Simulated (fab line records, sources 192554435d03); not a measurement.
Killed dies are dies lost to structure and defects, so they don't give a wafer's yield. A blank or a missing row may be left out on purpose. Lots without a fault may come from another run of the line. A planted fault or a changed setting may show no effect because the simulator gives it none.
Chamber matching | flow n5_finfet | N5_BEOL_M0_SAQP_SPACER2_ETCHBACK_27 on rie_diel-03: 4 sister chambers
The step etches SiO2 in CHF3/O2, target depth 22.5 nm, time 11.25 s. 4 wafers are shown with their chamber, then 12 later ones without.

WAFERS WITH THEIR CHAMBER
wafer  | chamber | showerhead_plenum_p_Torr (Torr)
L091.6 | 1       | 2.42
L092.1 | 3       | 2.49
L092.2 | 2       | 2.29
L092.3 | 0       | 2.43

WAFERS WITHOUT THEIR CHAMBER
wafer  | showerhead_plenum_p_Torr (Torr)
L093.3 | 2.43
L093.4 | 2.29
L093.6 | 2.43
L095.2 | 2.42
L095.3 | 2.29
L095.4 | 2.43
L096.2 | 2.29
L096.4 | 2.43
L096.6 | 2.29
L097.3 | 2.29
L097.5 | 2.43
L097.6 | 2.41

WHICH CHAMBER EACH WENT THROUGH
wafer  | from the rows above | in truth
L093.3 | 0                   | 0
L093.4 | 2                   | 2
L093.6 | 0                   | 0
L095.2 | 1                   | 1
L095.3 | 2                   | 2
L095.4 | 0                   | 0
L096.2 | 2                   | 2
L096.4 | 0                   | 0
L096.6 | 2                   | 2
L097.3 | 2                   | 2
L097.5 | 0                   | 0
L097.6 | 1                   | 1
Placed correctly: 12 of 12. Can't be placed from these rows: 0. Placed wrongly: 0.
How it was worked out, from the rows above alone: a wafer's distance from a chamber is the root of the sum, over the readings, of the square of ((its reading less the chamber's mean) divided by the reading's scatter). The wafer belongs to the nearest chamber; if the next one is less than 2 further off, it can't be placed. A chamber's mean is the mean of its shown wafers. The scatter: with one shown wafer a chamber, the root of the mean of the squares of how far each hidden wafer lies from its nearest shown one.
